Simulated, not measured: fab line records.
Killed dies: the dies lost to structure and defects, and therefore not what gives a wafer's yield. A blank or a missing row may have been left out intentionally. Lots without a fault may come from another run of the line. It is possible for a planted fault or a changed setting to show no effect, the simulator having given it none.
Chamber matching || flow nand-harc || 4 sister chambers for NHARC_P_BONDPAD_ETCH_12 on rie-diel-12
The step etches the open film in CHF3/O2, target depth 200 nm, time 100 s. 7 wafers are shown with their chamber, then 7 later ones without.

## WAFERS, EACH WITH ITS CHAMBER
{"wafer": "L706.2", "chamber": 0, "drypump-motor-current-A (A)": 4.9, "oes-product-au (a.u.)": 0.925}
{"wafer": "L710.3", "chamber": 1, "drypump-motor-current-A (A)": 6.2, "oes-product-au (a.u.)": 0.971}
{"wafer": "L713.3", "chamber": 1, "drypump-motor-current-A (A)": 6.1, "oes-product-au (a.u.)": 0.967}
{"wafer": "L713.4", "chamber": 3, "drypump-motor-current-A (A)": 5.7, "oes-product-au (a.u.)": 0.940}
{"wafer": "L713.6", "chamber": 2, "drypump-motor-current-A (A)": 5.4, "oes-product-au (a.u.)": 0.969}
{"wafer": "L712.1", "chamber": 2, "drypump-motor-current-A (A)": 5.4, "oes-product-au (a.u.)": 0.964}
{"wafer": "L712.2", "chamber": 3, "drypump-motor-current-A (A)": 5.7, "oes-product-au (a.u.)": 0.945}

## WAFERS MISSING THEIR CHAMBER
{"wafer": "L712.6", "drypump-motor-current-A (A)": 5.7, "oes-product-au (a.u.)": 0.944}
{"wafer": "L714.2", "drypump-motor-current-A (A)": 5.4, "oes-product-au (a.u.)": 0.957}
{"wafer": "L714.3", "drypump-motor-current-A (A)": 5.4, "oes-product-au (a.u.)": 0.961}
{"wafer": "L714.4", "drypump-motor-current-A (A)": 5.7, "oes-product-au (a.u.)": 0.932}
{"wafer": "L716.2", "drypump-motor-current-A (A)": 5.4, "oes-product-au (a.u.)": 0.944}
{"wafer": "L716.4", "drypump-motor-current-A (A)": 4.9, "oes-product-au (a.u.)": 0.933}
{"wafer": "L716.5", "drypump-motor-current-A (A)": 5.4, "oes-product-au (a.u.)": 0.946}

## WHICH CHAMBER EACH ONE RAN IN
{"wafer": "L712.6", "from the rows above": 3, "in truth": 3}
{"wafer": "L714.2", "from the rows above": 2, "in truth": 2}
{"wafer": "L714.3", "from the rows above": 2, "in truth": 2}
{"wafer": "L714.4", "from the rows above": 3, "in truth": 3}
{"wafer": "L716.2", "from the rows above": "can't be placed: 2 or 3", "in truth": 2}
{"wafer": "L716.4", "from the rows above": 0, "in truth": 0}
{"wafer": "L716.5", "from the rows above": "can't be placed: 2 or 3", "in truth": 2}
Correct placement for 5 of the 7. Can't be placed from these rows: 2 (the true chamber is among the candidates in 2). Number placed wrongly: 0.
How it was worked out, from the rows above alone: a wafer's distance from a chamber is the root of the sum, over the readings, of the square of ((its reading less the chamber's mean) divided by the reading's scatter). The wafer belongs to the nearest chamber; if the next one is less than 2 further off, it can't be placed. A chamber's mean is the mean of its shown wafers. How the scatter is found: for the shown wafers, subtract from each reading the mean of its chamber, square and add these, divide the total by (wafers less chambers), then take the root.
